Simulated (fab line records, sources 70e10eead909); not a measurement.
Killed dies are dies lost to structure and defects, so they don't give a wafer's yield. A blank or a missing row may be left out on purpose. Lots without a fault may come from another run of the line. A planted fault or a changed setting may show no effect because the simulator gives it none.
Which tool did it? | flow nand_harc | 12 lots, 36 wafers sampled, at 5 steps of a route of 1302

WHAT THE GAUGES READ, wafer by wafer
NHARC_END_SORT_01. Usual: killed_at_array 52, standard deviation 17; killed_at_other 1.2, standard deviation 1.4; killed_at_periphery 4.7, standard deviation 2.9; killed_dies 58, standard deviation 17; killed_open 3.2, standard deviation 1.9; killed_short 2.4, standard deviation 1.4.
lot  | measured     | on        | killed_at_array | killed_at_other | killed_at_periphery | killed_dies | killed_open | killed_short | flag
L540 | day 28 07:35 | prober-01 | 51 39 67        | 3 2 0           | 9 9 11              | 63 50 78    | 3 3 7       | 1 3 4        |

WHICH TOOL RAN EACH LOT (tool, then ch and the chambers of the sampled wafers, then the start)
lot  | NHARC_A_STAIRCASE_DESCUM_443       | NHARC_A_STAIRCASE_CMP_450     | NHARC_A_STAIRCASE_STRIP_475                   | NHARC_A_STAIRCASE_DEP_471
L531 | rie_diel-10 ch 0,3, day 19 02:40   | cmp-02 ch 0,1,2, day 19 07:55 | rie_diel-05 ch 1,2,3, day 19 09:04 or earlier | pecvd-04 ch 0,1,2, day 19 09:04
L532 | rie_diel-04 ch 1,2, day 19 14:02   | cmp-02 ch 0,1,3, day 19 19:25 | rie_diel-04 ch 0,3, day 19 20:50 or earlier   | pecvd-02 ch 0,1,2, day 19 20:50
L534 | rie_diel-05 ch 0,2,3, day 19 20:05 | cmp-03 ch 0,1,3, day 20 01:26 | rie_diel-10 ch 0,1,2, day 20 02:46 or earlier | pecvd-02 ch 0,1, day 20 02:46
L533 | rie_diel-04 ch 0,1,3, day 20 13:22 | cmp-04 ch 1,2,3, day 20 18:38 | rie_diel-10 ch 1,2,3, day 20 19:48 or earlier | pecvd-03 ch 0,1,2, day 20 19:48
L540 | rie_diel-10 ch 1,3, day 22 18:32   | cmp-03 ch 0,2,3, day 22 23:59 | rie_diel-05 ch 0,3, day 23 01:10 or earlier   | pecvd-03 ch 0,2, day 23 01:10
L542 | rie_diel-10 ch 0,2,3, day 23 10:24 | cmp-02 ch 0,1,2, day 23 15:43 | rie_diel-10 ch 0,1,3, day 23 16:56            | pecvd-03 ch 0,1,2, day 23 17:25
L541 | rie_diel-05 ch 1,2,3, day 23 10:27 | cmp-04 ch 1,2,3, day 23 16:01 | rie_diel-04 ch 0,3, day 23 17:36 or earlier   | pecvd-03 ch 0,1, day 23 17:36
L549 | rie_diel-05 ch 0,2, day 26 18:19   | cmp-04 ch 0,2,3, day 26 23:37 | rie_diel-10 ch 1,3, day 27 00:57 or earlier   | pecvd-04 ch 0,1, day 27 00:57
L550 | rie_diel-04 ch 0,1,2, day 27 07:10 | cmp-03 ch 0,1,3, day 27 12:28 | rie_diel-04 ch 1,3, day 27 13:44 or earlier   | pecvd-03 ch 1,2, day 27 13:44
L551 | rie_diel-10 ch 1,3, day 27 15:18   | cmp-04 ch 0,1, day 27 21:35   | rie_diel-05 ch 1,2, day 27 22:50 or earlier   | pecvd-03 ch 0,1,2, day 27 22:50
L552 | rie_diel-10 ch 0,2,3, day 27 23:43 | cmp-04 ch 0,1,2, day 28 05:04 | rie_diel-05 ch 0,1,3, day 28 06:17 or earlier | pecvd-03 ch 0,1,2, day 28 06:17
L553 | rie_diel-05 ch 0,1,2, day 28 07:11 | cmp-04 ch 0,1,3, day 28 12:29 | rie_diel-04 ch 0,1, day 28 13:40 or earlier   | pecvd-03 ch 1,2, day 28 13:40
- NHARC_A_STAIRCASE_DESCUM_443: chemistry O2, time 3 s.
- NHARC_A_STAIRCASE_CMP_450: polishes SiO2, target thk 200 nm.
- NHARC_A_STAIRCASE_STRIP_475: strips in O2, time 20 s.
- NHARC_A_STAIRCASE_DEP_471: deposits SiO2, target thk 100 nm.

WHAT THE TOOLS THEMSELVES READ (means of the sampled wafers that have a number; where no wafer has one, the mark that the record gives instead)
NHARC_A_STAIRCASE_DESCUM_443. Usual: drypump_motor_current_A 5.8 A, standard deviation 0.47; oes_product_au 1.000 a.u., standard deviation 0.015; rf_vpp_V 57.7 V, standard deviation 0.89; showerhead_plenum_p_Torr 1.88 Torr, standard deviation 0.091; throttle_valve_pct 11.311 %, standard deviation 0.0088.
lot  | tool        | drypump_motor_current_A (A) | oes_product_au (a.u.) | rf_vpp_V (V) | showerhead_plenum_p_Torr (Torr) | throttle_valve_pct (%) | flag
L531 | rie_diel-10 | 6.1                         | 0.984                 | 57.6         | 1.82                            | 11.321                 |
L532 | rie_diel-04 | 6.1                         | 1.022                 | 59.3         | 1.85                            | 11.310                 |
L534 | rie_diel-05 | 5.7                         | 1.004                 | 57.3         | 1.95                            | 11.306                 |
L533 | rie_diel-04 | 6.2                         | 1.007                 | 57.2         | 1.90                            | 11.309                 |
L540 | rie_diel-10 | 5.8                         | 0.990                 | 57.4         | 1.92                            | 11.312                 |
L542 | rie_diel-10 | 5.9                         | 1.000                 | 57.2         | 1.81                            | 11.318                 |
L541 | rie_diel-05 | 5.4                         | 0.996                 | 56.7         | 1.92                            | 11.308                 |
L549 | rie_diel-05 | 5.7                         | 1.010                 | 56.9         | 1.90                            | 11.322                 |
L550 | rie_diel-04 | 5.9                         | 1.003                 | 57.5         | 1.83                            | 11.313                 |
L551 | rie_diel-10 | 5.5                         | 1.000                 | 58.4         | 1.93                            | 11.310                 |
L552 | rie_diel-10 | 5.9                         | 0.996                 | 58.2         | 2.01                            | 11.308                 |
L553 | rie_diel-05 | 5.5                         | 1.003                 | 57.2         | 1.87                            | 11.314                 |

NHARC_A_STAIRCASE_CMP_450. Usual: edge_zone_pressure_frac 1.000, standard deviation 0.0051; motor_current_A 11.5 A, standard deviation 1.1; retaining_ring_pressure_frac 1.000, standard deviation 0.0044.
lot  | tool   | edge_zone_pressure_frac | motor_current_A (A) | retaining_ring_pressure_frac | flag
L531 | cmp-02 | 1.000                   | 12.4                | 1.000                        |
L532 | cmp-02 | 0.999                   | 12.2                | 1.005                        |
L534 | cmp-03 | 0.999                   | 11.4                | 0.999                        |
L533 | cmp-04 | 1.003                   | 11.9                | 1.000                        |
L540 | cmp-03 | 0.998                   | 11.7                | 1.003                        |
L542 | cmp-02 | 0.998                   | 12.5                | 1.003                        |
L541 | cmp-04 | 1.001                   | 11.9                | 1.001                        |
L549 | cmp-04 | 0.995                   | 10.9                | 0.999                        |
L550 | cmp-03 | 0.997                   | 12.2                | 0.996                        |
L551 | cmp-04 | 1.002                   | 12.3                | 1.002                        |
L552 | cmp-04 | 1.001                   | 12.0                | 0.996                        |
L553 | cmp-04 | 0.998                   | 11.2                | 1.003                        |

NHARC_A_STAIRCASE_STRIP_475. Usual: drypump_motor_current_A 5.8 A, standard deviation 0.47; oes_product_au 0.997 a.u., standard deviation 0.015; rf_vpp_V 57.6 V, standard deviation 0.85; showerhead_plenum_p_Torr 3.48 Torr, standard deviation 0.16; throttle_valve_pct 17.036 %, standard deviation 0.0093.
lot  | tool        | drypump_motor_current_A (A) | oes_product_au (a.u.) | rf_vpp_V (V) | showerhead_plenum_p_Torr (Torr) | throttle_valve_pct (%) | flag
L531 | rie_diel-05 | 5.4                         | 1.003                 | 57.1         | 3.55                            | 17.040                 |
L532 | rie_diel-04 | 6.2                         | 1.006                 | 57.9         | 3.51                            | 17.025                 |
L534 | rie_diel-10 | 5.7                         | 0.996                 | 57.5         | 3.41                            | 17.034                 |
L533 | rie_diel-10 | 5.6                         | 0.998                 | 57.1         | 3.47                            | 17.040                 |
L540 | rie_diel-05 | 5.8                         | 0.987                 | 57.9         | 3.63                            | 17.039                 |
L542 | rie_diel-10 | 5.8                         | 0.980                 | 56.9         | 3.46                            | 17.049                 |
L541 | rie_diel-04 | 5.8                         | 0.998                 | 57.1         | 3.40                            | 17.038                 |
L549 | rie_diel-10 | 5.8                         | 0.991                 | 57.5         | 3.52                            | 17.046                 |
L550 | rie_diel-04 | 6.6                         | 1.016                 | 58.0         | 3.58                            | 17.036                 |
L551 | rie_diel-05 | 5.4                         | 1.012                 | 58.4         | 3.41                            | 17.028                 |
L552 | rie_diel-05 | 5.5                         | 0.991                 | 57.7         | 3.56                            | 17.025                 |
L553 | rie_diel-04 | 6.2                         | 1.002                 | 57.0         | 3.47                            | 17.035                 |

NHARC_A_STAIRCASE_DEP_471. Usual: heater_power_w 547 W, standard deviation 81; rf_fwd_power_W 896.3 W, standard deviation 2.5; throttle_valve_pct 16.1 %, standard deviation 0.47.
lot  | tool     | heater_power_w (W) | rf_fwd_power_W (W) | throttle_valve_pct (%) | flag
L531 | pecvd-04 | 571                | 898.3              | 16.1                   |
L532 | pecvd-02 | 530                | 893.2              | 16.5                   |
L534 | pecvd-02 | 520                | 895.6              | 16.2                   |
L533 | pecvd-03 | 527                | 896.0              | 15.8                   |
L540 | pecvd-03 | 619                | 750.4              | 15.2                   | OFF
L542 | pecvd-03 | 568                | 754.0              | 15.9                   | OFF
L541 | pecvd-03 | 604                | 749.5              | 16.2                   | OFF
L549 | pecvd-04 | 585                | 895.3              | 16.0                   |
L550 | pecvd-03 | 544                | 896.9              | 15.8                   |
L551 | pecvd-03 | 611                | 900.2              | 16.0                   |
L552 | pecvd-03 | 572                | 895.5              | 16.1                   |
L553 | pecvd-03 | 580                | 897.1              | 16.0                   |

THE ANSWER, worked out from the rows above alone
Rule: a lot is off if the mean of its wafers that have a number lies more than 3 standard deviations from the usual mean. A lot without any number at a reading at which 4 lots or more have one is off too. The other lots that the step has rows for count as sound. The gauges are gone through in route order, then the tools' own readings, and for those a lot's mean is taken as printed above. The first step at which some lot is off is used, and at that step the reading that is off furthest; a lot without a number counts as furthest.
Off: L540, L542, L541, at NHARC_A_STAIRCASE_DEP_471 (rf_fwd_power_W).
A tool fits if, at that step or a process step before it, it ran every lot that is off, and no sound lot after the first of them. NHARC_A_STAIRCASE_STRIP_475 gives no start for some lots, so the hours and the order of its lots are those of NHARC_A_STAIRCASE_DEP_471. None of those tried fits.

WHAT THE SIMULATOR HAD PUT IN
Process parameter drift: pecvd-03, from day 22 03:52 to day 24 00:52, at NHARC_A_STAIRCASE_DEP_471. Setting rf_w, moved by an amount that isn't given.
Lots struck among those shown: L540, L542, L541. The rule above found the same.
